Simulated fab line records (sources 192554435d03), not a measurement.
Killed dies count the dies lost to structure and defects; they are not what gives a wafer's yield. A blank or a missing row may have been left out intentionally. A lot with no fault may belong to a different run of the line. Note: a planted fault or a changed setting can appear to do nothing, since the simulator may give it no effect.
fab line records ; flow n5_finfet ; part 1 of 2: steps 1 to 22 of 35
record: lots: 5; wafers: 15; last_day: 18
route steps=1938 shown BEOL_M7@1263
lots that met no fault: from a run of the same line without faults
start_h: start of the lot's first displayed wafer, in hours after the record's first day ; wait_h: hours since the lot's step before ; " unchanged from the row above ; L1.1+2: one row covering several wafers at once ; - value missing, or start not given ; * or withheld: withheld ; < > ~ a bound
route shown NAME@n: a module of which the file shows steps, and the number in the route of the first ; usual: mean/standard deviation taken from wafers without a fault ; same: alike in all rows ; chamber/n: place in a boat ; sites: readings site by site ; _std_site: standard deviation of those values ; _edge_site: outer sites' mean less inner sites' ; radius_mm: how far each site lies from the wafer's centre ; mask NAME#n: copy n ; behind: tool/chamber where the wafer was last shaped ; hold: cause of the lot's hold/its duration in hours/its outcome ; device: whichever transistor did not switch (one of n, p or np) ; end of line: the same wafers' tests at the end of the route ; where a step has no rows: the recipe by itself ; killed: count of dies lost to structure and defects at first sort (not the wafer's yield) ; map: the dies of a wafer, with x for killed, . for not killed, _ for no die there
set.NAME: the setting as run; set.NAME@STEP: as run at that earlier step ; model.NAME: the simulator's own value behind a step, which no gauge read
lots at selected steps of the route; one table per step, one row per wafer
services: when a tool's chamber went out of use (start_h, in hours from the record's first day, below 0 if earlier), for how many hours, and the reason
== steps ==
step: N5_BEOL_M7_ILD_DEP_00
recipe: material: SiCOH_lowk; target_thk_a: 1797.5; temp_c: 300; precursor: DEMS/porogen; pressure_torr: 5; rf_w: 500; time_s: 33.4
usual: heater_power_w: 292/54; showerhead_plenum_p_Torr: 5.743/0.0089; throttle_valve_pct: 13.9/0.94
lot.wafer;tool;chamber;start_h;wait_h;heater_power_w;showerhead_plenum_p_Torr;throttle_valve_pct
L079.2;pecvd-02;0;218.67;0.0;313;5.751;14.1
L079.3;pecvd-02;2;218.67;0.0;240;5.742;12.8
L079.5;pecvd-02;1;218.67;0.0;397;5.744;14.0
L080.2;pecvd-01;0;228.38;0.0;285;5.755;14.8
L080.4;pecvd-01;0;228.38;0.0;286;5.749;14.8
L080.6;pecvd-01;2;228.38;0.0;330;5.746;12.4
L081.3;pecvd-02;1;240.37;0.0;404;5.736;13.9
L081.4;pecvd-02;1;240.37;0.0;398;5.735;13.8
L081.6;pecvd-02;2;240.37;0.0;209;5.743;12.8
L091.1;pecvd-03;0;299.28;0.0;249;5.735;14.9
L091.3;pecvd-03;1;299.28;0.0;233;5.752;15.5
L091.5;pecvd-03;1;299.28;0.0;237;5.734;15.5
L097.1;pecvd-03;1;336.95;0.0;294;5.744;15.4
L097.5;pecvd-03;1;336.95;0.0;228;5.738;15.3
L097.6;pecvd-03;2;336.95;0.0;432;5.750;14.2
step: N5_BEOL_M7_CURE_74
recipe: temp_c: 385; time_s: 240; ambient: He/Ar; material: SiCOH_lowk
usual: lamp_power_pct: 52.31/0.053; wafer_temp_C_max: 386.3/0.48
lot.wafer;tool;chamber;start_h;wait_h;lamp_power_pct;wafer_temp_C_max
L079.2;uv_cure-03;1;218.81;0.1;52.28;385.9
L079.3;uv_cure-03;1;218.81;0.1;52.40;386.2
L079.5;uv_cure-03;1;218.81;0.1;52.39;386.2
L080.2;uv_cure-02;0;228.52;0.1;52.23;385.9
L080.4;uv_cure-02;0;228.52;0.1;52.25;386.0
L080.6;uv_cure-02;0;228.52;0.1;52.30;386.3
L081.3;uv_cure-02;0;240.66;0.3;52.30;386.1
L081.4;uv_cure-02;0;240.66;0.3;52.30;385.9
L081.6;uv_cure-02;0;240.66;0.3;52.29;386.3
L091.1;uv_cure-03;1;299.60;0.3;52.32;385.6
L091.3;uv_cure-03;1;299.60;0.3;52.39;386.6
L091.5;uv_cure-03;1;299.60;0.3;52.34;385.9
L097.1;uv_cure-03;1;337.02;0.0;52.35;386.7
L097.5;uv_cure-03;1;337.02;0.0;52.29;386.7
L097.6;uv_cure-03;1;337.02;0.0;52.33;387.0
step: N5_BEOL_M7_THK_MEAS_01
recipe: reads: SiCOH_lowk_of_BEOL_M7_ILD_DEP_00
usual: M7_ILD_THK: 154.9/1.9
lot.wafer;tool;chamber;start_h;wait_h;M7_ILD_THK[nm]
L079.2;film_metro-01;-;219.25;0.4;153.4
L079.3;film_metro-01;-;219.25;0.4;154.8
L079.5;film_metro-01;-;219.25;0.4;156.6
L080.2;film_metro-02;-;228.95;0.4;150.3
L080.4;film_metro-02;-;228.95;0.4;153.9
L080.6;film_metro-02;-;228.95;0.4;155.1
L081.3;film_metro-02;-;241.02;0.3;153.7
L081.4;film_metro-02;-;241.02;0.3;157.0
L081.6;film_metro-02;-;241.02;0.3;155.6
L091.1;film_metro-02;-;300.12;0.4;155.4
L091.3;film_metro-02;-;300.12;0.4;155.1
L091.5;film_metro-02;-;300.12;0.4;156.5
L097.1;film_metro-01;-;337.53;0.4;153.5
L097.5;film_metro-01;-;337.53;0.4;156.5
L097.6;film_metro-01;-;337.53;0.4;156.1
step: N5_BEOL_M7_PECVD_70
recipe: material: SiO2; target_thk_a: 200; temp_c: 400; precursor: TEOS/O2; pressure_torr: 5.5; rf_w: 450; teos_flow_sccm: 53.8; gas: O2; flow_sccm: 3000; time_s: 22.7
usual: heater_power_w: 691/100; showerhead_plenum_p_Torr: 8.796/0.02; throttle_valve_pct: 22.5/1.5
lot.wafer;tool;chamber;start_h;wait_h;heater_power_w;showerhead_plenum_p_Torr;throttle_valve_pct
L079.2;pecvd-01;2;219.28;0.0;762;8.815;20.0
L079.3;pecvd-01;1;219.28;0.0;593;8.786;23.2
L079.5;pecvd-01;1;219.28;0.0;578;8.804;23.3
L080.2;pecvd-02;2;228.99;0.0;535;8.792;20.5
L080.4;pecvd-02;0;228.99;0.0;749;8.817;22.6
L080.6;pecvd-02;1;228.99;0.0;880;8.758;22.6
L081.3;pecvd-02;0;241.05;0.0;707;8.803;22.4
L081.4;pecvd-02;2;241.05;0.0;583;8.794;20.5
L081.6;pecvd-02;0;241.05;0.0;724;8.808;22.3
L091.1;pecvd-02;1;300.15;0.0;870;8.745;22.4
L091.3;pecvd-02;0;300.15;0.0;628;8.802;22.3
L091.5;pecvd-02;1;300.15;0.0;857;8.771;22.5
L097.1;pecvd-02;1;337.57;0.0;859;8.756;22.5
L097.5;pecvd-02;1;337.57;0.0;874;8.767;22.6
L097.6;pecvd-02;2;337.57;0.0;599;8.786;20.4
step: N5_BEOL_M7_HM_DEP_02
recipe: material: TiN; target_thk_a: 200; temp_c: 25; chamber_pressure_pa: 0.49996
usual: chamber_pressure_pa: 0.5000/0.001; throttle_valve_pct: 29.8/0.83
lot.wafer;tool;chamber;start_h;wait_h;chamber_pressure_pa;throttle_valve_pct
L079.2;pvd_sputter-03;-;219.34;0.0;0.4998;29.8
L079.3;pvd_sputter-03;-;219.34;0.0;0.4989;29.8
L079.5;pvd_sputter-03;-;219.34;0.0;0.4996;29.7
L080.2;pvd_sputter-02;-;230.05;1.0;0.4992;28.6
L080.4;pvd_sputter-02;-;230.05;1.0;0.5006;29.6
L080.6;pvd_sputter-02;-;230.05;1.0;0.5005;30.1
L081.3;pvd_sputter-02;-;243.19;2.1;0.5003;28.9
L081.4;pvd_sputter-02;-;243.19;2.1;0.4995;30.0
L081.6;pvd_sputter-02;-;243.19;2.1;0.5007;28.6
L091.1;pvd_sputter-02;-;300.45;0.3;0.4999;29.7
L091.3;pvd_sputter-02;-;300.45;0.3;0.4992;28.6
L091.5;pvd_sputter-02;-;300.45;0.3;0.4980;28.8
L097.1;pvd_sputter-01;-;338.25;0.7;0.5011;29.2
L097.5;pvd_sputter-01;-;338.25;0.7;0.4981;30.0
L097.6;pvd_sputter-01;-;338.25;0.7;0.5018;28.9
step: N5_BEOL_M7_COAT_59
recipe: resist: SOC; temp_c: 250; time_s: 60; spin_rpm: 1500; resist_thk_nm: 100
lot.wafer;tool;chamber;start_h;wait_h
L079.2+3+5;litho_track-03;0;219.47;0.1
L080.2+4+6;litho_track-04;0;230.18;0.1
L081.3+4+6;litho_track-03;0;243.32;0.1
L091.1+3+5;litho_track-04;0;300.57;0.1
L097.1+5+6;litho_track-03;0;338.37;0.1
step: N5_BEOL_M7_COAT_60
recipe: resist: SiARC; temp_c: 220; time_s: 60; spin_rpm: 1500; resist_thk_nm: 35
lot.wafer;tool;chamber;start_h;wait_h
L079.2+3+5;litho_track-03;0;-;-
L080.2+4+6;litho_track-04;0;-;-
L081.3+4+6;litho_track-03;0;-;-
L091.1+3+5;litho_track-04;0;-;-
L097.1+5+6;litho_track-03;0;-;-
step: N5_BEOL_M7_COAT_05
recipe: resist: CAR-ArF; spin_rpm: 1500; resist_thk_nm: 90
lot.wafer;tool;chamber;start_h;wait_h
L079.2+3+5;litho_track-03;0;-;-
L080.2+4+6;litho_track-04;0;-;-
L081.3+4+6;litho_track-03;0;-;-
L091.1+3+5;litho_track-04;0;-;-
L097.1+5+6;litho_track-03;0;-;-
step: N5_BEOL_M7_EBR_07
recipe: solvent: PGMEA; ebr_width_mm: 1.5
same: ebr_width_mm: 1.5
lot.wafer;tool;chamber;start_h;wait_h
L079.2+3+5;litho_track-03;0;-;-
L080.2+4+6;litho_track-04;0;-;-
L081.3+4+6;litho_track-03;0;-;-
L091.1+3+5;litho_track-04;0;-;-
L097.1+5+6;litho_track-03;0;-;-
step: N5_BEOL_M7_SOFTBAKE_06
recipe: temp_c: 110; time_s: 60; resist: CAR-ArF
lot.wafer;tool;chamber;start_h;wait_h
L079.2+3+5;litho_track-03;0;-;-
L080.2+4+6;litho_track-04;0;-;-
L081.3+4+6;litho_track-03;0;-;-
L091.1+3+5;litho_track-04;0;-;-
L097.1+5+6;litho_track-03;0;-;-
step: N5_BEOL_M7_EXPOSE_08
recipe: mask_id: M7; na: 1.35; source_shape: dipole; sigma_inner: 0.817; sigma_outer: 0.97; polarization: te; dose_mj: 68.25
usual: exposure_dose_mJ_cm2: 68.20/0.072
lot.wafer;tool;chamber;start_h;wait_h;mask;exposure_dose_mJ_cm2
L079.2;arfi_scanner-01;0;219.72;-;M7#0;68.05
L079.3;arfi_scanner-01;0;219.72;-;M7#0;68.33
L079.5;arfi_scanner-01;0;219.72;-;M7#0;68.28
L080.2;arfi_scanner-01;0;230.30;-;M7#0;68.16
L080.4;arfi_scanner-01;0;230.30;-;M7#0;68.18
L080.6;arfi_scanner-01;0;230.30;-;M7#0;68.20
L081.3;arfi_scanner-01;0;243.45;-;M7#0;68.12
L081.4;arfi_scanner-01;0;243.45;-;M7#0;68.09
L081.6;arfi_scanner-01;0;243.45;-;M7#0;68.09
L091.1;arfi_scanner-02;0;300.82;-;M7#0;68.11
L091.3;arfi_scanner-02;0;300.82;-;M7#0;68.29
L091.5;arfi_scanner-02;0;300.82;-;M7#0;68.27
L097.1;arfi_scanner-02;0;338.62;-;M7#0;68.15
L097.5;arfi_scanner-02;0;338.62;-;M7#0;68.19
L097.6;arfi_scanner-02;0;338.62;-;M7#0;68.19
step: N5_BEOL_M7_PEB_09
recipe: peb_temp_c: withheld; peb_time_s: 60; resist: CAR-ArF
lot.wafer;tool;chamber;start_h;wait_h
L079.2+3+5;litho_track-05;0;219.77;0.0
L080.2+4+6;litho_track-05;0;230.36;0.0
L081.3+4+6;litho_track-05;0;243.50;0.0
L091.1+3+5;litho_track-03;0;300.88;0.1
L097.1+5+6;litho_track-03;0;338.68;0.1
step: N5_BEOL_M7_DEVELOP_10
recipe: develop_time_s: 30; developer: TMAH; resist: CAR-ArF; rinse_liquid: diw; dry: air_spin; dev_temp_c: 23
lot.wafer;tool;chamber;start_h;wait_h
L079.2+3+5;litho_track-05;0;-;-
L080.2+4+6;litho_track-05;0;-;-
L081.3+4+6;litho_track-05;0;-;-
L091.1+3+5;litho_track-03;0;-;-
L097.1+5+6;litho_track-03;0;-;-
step: N5_BEOL_M7_CD_MEAS_11
recipe: target_cd_nm: 38.5; landing_energy_ev: 500; detector: se_inlens; polarity: opening
usual: cd_nm: 38.4/0.42
lot.wafer;tool;chamber;start_h;wait_h;cd_nm
L079.2;cd_sem-03;0;219.84;-;37.9
L079.3;cd_sem-03;0;219.84;-;38.6
L079.5;cd_sem-03;0;219.84;-;38.4
L080.2;cd_sem-01;0;230.43;-;38.8
L080.4;cd_sem-01;0;230.43;-;39.2
L080.6;cd_sem-01;0;230.43;-;38.8
L081.3;cd_sem-01;0;243.57;-;38.1
L081.4;cd_sem-01;0;243.57;-;38.3
L081.6;cd_sem-01;0;243.57;-;38.0
L091.1;cd_sem-03;0;300.95;-;37.5
L091.3;cd_sem-03;0;300.95;-;38.6
L091.5;cd_sem-03;0;300.95;-;37.6
L097.1;cd_sem-03;0;338.75;-;38.8
L097.5;cd_sem-03;0;338.75;-;37.9
L097.6;cd_sem-03;0;338.75;-;38.3
step: N5_BEOL_M7_OVL_MEAS_12
recipe: points_per_wafer: 44
usual: M7_OVL: 0.1/0.72
lot.wafer;tool;chamber;start_h;wait_h;M7_OVL[nm]
L079.2;overlay-01;0;219.87;0.0;0.0
L079.3;overlay-01;0;219.87;0.0;1.1
L079.5;overlay-01;0;219.87;0.0;1.4
L080.2;overlay-01;0;230.46;0.0;-0.4
L080.4;overlay-01;0;230.46;0.0;0.5
L080.6;overlay-01;0;230.46;0.0;1.2
L081.3;overlay-02;0;243.59;0.0;-0.3
L081.4;overlay-02;0;243.59;0.0;0.3
L081.6;overlay-02;0;243.59;0.0;-1.0
L091.1;overlay-02;0;300.98;0.0;0.3
L091.3;overlay-02;0;300.98;0.0;1.7
L091.5;overlay-02;0;300.98;0.0;0.7
L097.1;overlay-02;0;338.78;0.0;0.2
L097.5;overlay-02;0;338.78;0.0;-0.1
L097.6;overlay-02;0;338.78;0.0;0.0
step: N5_BEOL_M7_INSPECT_13
recipe: mode: adi; inspect_instrument: brightfield
usual: raw_defect_count: 383/88
lot.wafer;tool;chamber;start_h;wait_h;raw_defect_count
L079.2;defect_inspect-02;-;219.90;0.0;310
L079.3;defect_inspect-02;-;219.90;0.0;330
L079.5;defect_inspect-02;-;219.90;0.0;303
L080.2;defect_inspect-02;-;230.48;0.0;412
L080.4;defect_inspect-02;-;230.48;0.0;307
L080.6;defect_inspect-02;-;230.48;0.0;440
L081.3;defect_inspect-02;-;243.62;0.0;369
L081.4;defect_inspect-02;-;243.62;0.0;412
L081.6;defect_inspect-02;-;243.62;0.0;296
L091.1;defect_inspect-01;-;301.00;0.0;482
L091.3;defect_inspect-01;-;301.00;0.0;469
L091.5;defect_inspect-01;-;301.00;0.0;388
L097.1;defect_inspect-01;-;338.80;0.0;521
L097.5;defect_inspect-01;-;338.80;0.0;405
L097.6;defect_inspect-01;-;338.80;0.0;524
step: N5_BEOL_M7_DESCUM_16
recipe: chemistry: O2; time_s: 7.9; source_power_w: 50; bias_power_w: 20; pressure_mtorr: 20; rf_frequency_hz: 2.712e+07; temp_c: 40; resist: CAR-ArF; o2_flow_sccm: 225
usual: drypump_motor_current_A: 5.9/0.55; oes_product_au: 0.81/0.097; rf_vpp_V: 243.6/1.5; showerhead_plenum_p_Torr: 2.11/0.08; throttle_valve_pct: 20.37/0.17
lot.wafer;tool;chamber;start_h;wait_h;drypump_motor_current_A;oes_product_au;rf_hours_counter_h;rf_vpp_V;showerhead_plenum_p_Torr;throttle_valve_pct
L079.2;rie_diel-04;1;221.50;1.6;5.4;0.91;20;243.6;2.13;20.27
L079.3;rie_diel-04;0;221.50;1.6;5.4;0.75;170;244.6;2.17;20.54
L079.5;rie_diel-04;3;221.50;1.6;6.8;0.68;-;243.8;1.98;20.24
L080.2;rie_diel-04;1;230.53;0.0;5.4;0.91;24;243.6;2.13;20.31
L080.4;rie_diel-04;3;230.53;0.0;6.8;0.69;229;242.0;1.98;20.26
L080.6;rie_diel-04;1;230.53;0.0;5.4;0.92;-;243.3;2.13;20.33
L081.3;rie_diel-03;2;243.65;0.0;5.5;0.71;208;242.7;2.07;20.52
L081.4;rie_diel-03;3;243.65;0.0;6.4;0.87;33;245.1;2.23;20.15
L081.6;rie_diel-03;0;243.65;0.0;5.1;0.72;-;241.9;2.00;20.31
L091.1;rie_diel-03;3;301.06;0.1;6.4;0.84;51;244.2;2.23;20.15
L091.3;rie_diel-03;2;301.06;0.1;5.4;0.70;226;241.6;2.06;20.57
L091.5;rie_diel-03;3;301.06;0.1;6.4;0.84;-;245.3;2.23;20.17
L097.1;rie_diel-01;0;338.84;0.0;5.8;0.86;70;243.7;2.21;20.24
L097.5;rie_diel-01;2;338.84;0.0;6.6;0.87;-;243.2;2.05;20.52
L097.6;rie_diel-01;3;338.84;0.0;6.2;0.74;-;241.8;2.00;20.25
step: N5_BEOL_M7_ETCH_61
recipe: chemistry: CF4; target: SiARC; target_depth_a: 455; mask_material: CAR-ArF; time_s: 75.8; ion_energy_ev: 80; pressure_mtorr: 40; source_w: 545; bias_w: 36; Ar_flow_sccm: 100; cf4_flow_sccm: 100; ends: cleared
usual: bias_w: 35.99/0.091; drypump_motor_current_A: 5.9/0.55; etch_rf_on_time_s: 75.2/0.99; oes_product_au: 0.69/0.083; rf_vpp_V: 184.3/1.2; showerhead_plenum_p_Torr: 2.16/0.077; throttle_valve_pct: 15.57/0.19
lot.wafer;tool;chamber;start_h;wait_h;bias_w;drypump_motor_current_A;etch_rf_on_time_s;oes_product_au;rf_hours_counter_h;rf_vpp_V;showerhead_plenum_p_Torr;throttle_valve_pct
L079.2;rie_diel-04;1;221.54;0.0;35.91;5.4;74.2;0.78;20;183.8;2.19;15.47
L079.3;rie_diel-04;0;221.54;0.0;36.05;5.4;76.8;0.65;170;185.3;2.22;15.79
L079.5;rie_diel-04;3;221.54;0.0;36.00;6.8;76.4;0.58;-;182.6;2.03;15.58
L080.2;rie_diel-04;1;230.56;0.0;35.96;5.4;73.3;0.79;24;183.7;2.19;15.48
L080.4;rie_diel-04;3;230.56;0.0;36.02;6.8;75.0;0.58;229;183.2;2.03;15.58
L080.6;rie_diel-04;1;230.56;0.0;36.16;5.4;74.0;0.78;-;185.8;2.19;15.48
L081.3;rie_diel-03;2;243.69;0.0;36.16;5.5;74.3;0.63;208;185.0;2.13;15.77
L081.4;rie_diel-03;3;243.69;0.0;35.97;6.5;75.3;0.75;33;186.3;2.27;15.27
L081.6;rie_diel-03;0;243.69;0.0;36.04;5.1;74.7;0.62;-;182.8;2.05;15.55
L091.1;rie_diel-03;3;301.10;0.0;35.95;6.4;76.0;0.72;51;186.7;2.26;15.31
L091.3;rie_diel-03;2;301.10;0.0;35.98;5.5;74.9;0.60;226;184.8;2.12;15.84
L091.5;rie_diel-03;3;301.10;0.0;35.89;6.4;76.2;0.72;-;184.2;2.26;15.30
L097.1;rie_diel-01;0;338.87;0.0;35.97;5.9;75.2;0.73;70;184.2;2.25;15.41
L097.5;rie_diel-01;2;338.87;0.0;36.00;6.5;75.2;0.74;-;184.5;2.09;15.56
L097.6;rie_diel-01;3;338.87;0.0;36.00;6.2;76.4;0.63;-;182.0;2.05;15.49
step: N5_BEOL_M7_ETCH_62
recipe: chemistry: N2/H2; target: SOC; target_depth_a: 1100; overetch_a: 220; mask_material: SiARC; temp_c: 40; time_s: 165; ion_energy_ev: 200; pressure_mtorr: 30; source_w: 840; bias_w: 150; n2_flow_sccm: 200; h2_flow_sccm: 200
usual: bias_w: 150.0/0.4; drypump_motor_current_A: 5.9/0.55; oes_product_au: 0.68/0.077; rf_vpp_V: 524.5/2.7; showerhead_plenum_p_Torr: 2.56/0.096; throttle_valve_pct: 17.77/0.22
lot.wafer;tool;chamber;start_h;wait_h;bias_w;drypump_motor_current_A;oes_product_au;rf_hours_counter_h;rf_vpp_V;showerhead_plenum_p_Torr;throttle_valve_pct
L079.2;rie_diel-04;1;221.60;0.0;150.1;5.4;0.77;20;526.2;2.59;17.63
L079.3;rie_diel-04;0;221.60;0.0;150.4;5.4;0.65;170;526.7;2.65;18.06
L079.5;rie_diel-04;3;221.60;0.0;149.7;6.8;0.57;-;519.3;2.41;17.64
L080.2;rie_diel-04;1;230.62;0.0;149.6;5.4;0.75;24;524.4;2.58;17.63
L080.4;rie_diel-04;3;230.62;0.0;149.5;6.8;0.57;229;520.2;2.40;17.63
L080.6;rie_diel-04;1;230.62;0.0;150.1;5.4;0.76;-;526.2;2.58;17.63
L081.3;rie_diel-03;2;243.74;0.0;150.2;5.5;0.60;208;523.0;2.52;18.10
L081.4;rie_diel-03;3;243.74;0.0;150.1;6.4;0.74;33;528.0;2.70;17.49
L081.6;rie_diel-03;0;243.74;0.0;149.9;5.1;0.61;-;521.0;2.42;17.68
L091.1;rie_diel-03;3;301.15;0.0;150.8;6.5;0.72;51;526.9;2.69;17.51
L091.3;rie_diel-03;2;301.15;0.0;150.5;5.5;0.60;226;525.4;2.51;18.13
L091.5;rie_diel-03;3;301.15;0.0;150.2;6.4;0.71;-;528.0;2.69;17.50
L097.1;rie_diel-01;0;338.93;0.0;149.8;5.9;0.72;70;526.7;2.68;17.55
L097.5;rie_diel-01;2;338.93;0.0;149.8;6.6;0.72;-;523.2;2.48;17.86
L097.6;rie_diel-01;3;338.93;0.0;149.8;6.2;0.63;-;523.0;2.44;17.71
step: N5_BEOL_M7_STRIP_68
recipe: chemistry: N2/H2; temp_c: 40; n2_flow_sccm: 200; h2_flow_sccm: 200; rf_frequency_hz: 6e+07
lot.wafer;tool;chamber;start_h;wait_h
L079.2+3+5;rie_diel-04;1,0,3;221.73;0.1
L080.2+4+6;rie_diel-04;1,3,1;230.75;0.1
L081.3+4+6;rie_diel-03;2,3,0;243.88;0.1
L091.1+3+5;rie_diel-03;3,2,3;301.29;0.1
L097.1+5+6;rie_diel-01;0,2,3;339.06;0.1
step: N5_BEOL_M7_STRIP_67
recipe: chemistry: CF4; resist: SiARC; power_w: 300; bias_power_w: 75; pressure_mtorr: 50; cf4_flow_sccm: 150; rf_frequency_hz: 6e+07
usual: drypump_motor_current_A: 5.9/0.54; oes_product_au: 0.80/0.091; rf_vpp_V: 271.5/1.8; showerhead_plenum_p_Torr: 1.81/0.063; throttle_valve_pct: 13.54/0.21
lot.wafer;tool;chamber;start_h;wait_h;drypump_motor_current_A;oes_product_au;rf_hours_counter_h;rf_vpp_V;showerhead_plenum_p_Torr;throttle_valve_pct
L079.2;rie_diel-04;1;221.74;0.0;5.4;0.91;20;271.8;1.83;13.38
L079.3;rie_diel-04;0;221.74;0.0;5.3;0.76;170;272.5;1.86;13.77
L079.5;rie_diel-04;3;221.74;0.0;6.8;0.68;-;270.1;1.71;13.62
L080.2;rie_diel-04;1;230.76;0.0;5.4;0.90;24;273.1;1.83;13.40
L080.4;rie_diel-04;3;230.76;0.0;6.7;0.68;229;267.7;1.71;13.61
L080.6;rie_diel-04;1;230.76;0.0;5.4;0.90;-;270.3;1.83;13.39
L081.3;rie_diel-03;2;243.89;0.0;5.4;0.73;208;270.7;1.78;13.80
L081.4;rie_diel-03;3;243.89;0.0;6.4;0.87;33;274.3;1.90;13.21
L081.6;rie_diel-03;0;243.89;0.0;5.1;0.72;-;268.7;1.72;13.57
L091.1;rie_diel-03;3;301.30;0.0;6.4;0.84;51;273.1;1.89;13.26
L091.3;rie_diel-03;2;301.30;0.0;5.5;0.70;226;269.6;1.77;13.78
L091.5;rie_diel-03;3;301.30;0.0;6.4;0.85;-;273.5;1.89;13.25
L097.1;rie_diel-01;0;339.07;0.0;5.8;0.86;70;275.3;1.89;13.39
L097.5;rie_diel-01;2;339.07;0.0;6.6;0.86;-;271.6;1.75;13.49
L097.6;rie_diel-01;3;339.07;0.0;6.2;0.73;-;268.5;1.72;13.50
step: N5_BEOL_M7_HM_OPEN_17
recipe: chemistry: Cl2/BCl3; target_depth_a: 200; overetch_a: 60; target: TiN; mask_material: SOC; ion_energy_ev: 150; pressure_mtorr: 10; icp_w: 1000; bias_w: 126; Cl2_flow_sccm: 53.25; bcl3_flow_sccm: 21.75; Ar_flow_sccm: 25
usual: bias_w: 125.9/0.38; drypump_motor_current_A: 5.81/0.29; he_backside_leak_sccm: 3.4/0.33; oes_ar_750_au: 0.81/0.11; oes_product_au: 0.68/0.086; throttle_valve_pct: 22.11/0.14
lot.wafer;tool;chamber;start_h;wait_h;bias_w;drypump_motor_current_A;he_backside_leak_sccm;oes_ar_750_au;oes_product_au;rf_hours_counter_h;throttle_valve_pct
L079.2;rie_metal-01;0;221.78;0.0;126.3;5.72;3.5;0.95;0.80;7;22.02
L079.3;rie_metal-01;1;221.78;0.0;125.6;6.33;3.4;0.74;0.63;-;22.04
L079.5;rie_metal-01;0;221.78;0.0;125.9;5.74;3.6;0.95;0.79;-;22.03
L080.2;rie_metal-03;0;230.80;0.0;126.0;6.00;3.3;0.69;0.59;82;21.93
L080.4;rie_metal-03;0;230.80;0.0;126.3;6.00;3.3;0.69;0.59;-;21.93
L080.6;rie_metal-03;0;230.80;0.0;126.7;6.00;3.4;0.69;0.59;-;21.94
L081.3;rie_metal-01;1;243.96;0.1;125.4;6.34;3.4;0.73;0.64;-;22.04
L081.4;rie_metal-01;0;243.96;0.1;125.0;5.74;3.7;0.93;0.78;-;22.01
L081.6;rie_metal-01;0;243.96;0.1;125.9;5.75;3.8;0.93;0.78;-;22.01
L091.1;rie_metal-01;0;301.34;0.0;125.8;5.73;3.1;0.90;0.74;15;22.05
L091.3;rie_metal-01;0;301.34;0.0;125.7;5.75;3.2;0.90;0.76;-;22.05
L091.5;rie_metal-01;1;301.34;0.0;125.9;6.34;3.5;0.72;0.61;-;22.08
L097.1;rie_metal-02;0;339.11;0.0;125.6;5.36;3.1;0.83;0.70;28;22.30
L097.5;rie_metal-02;0;339.11;0.0;125.6;5.39;3.1;0.83;0.71;-;22.31
L097.6;rie_metal-02;1;339.11;0.0;125.7;5.47;3.4;0.72;0.60;-;22.14
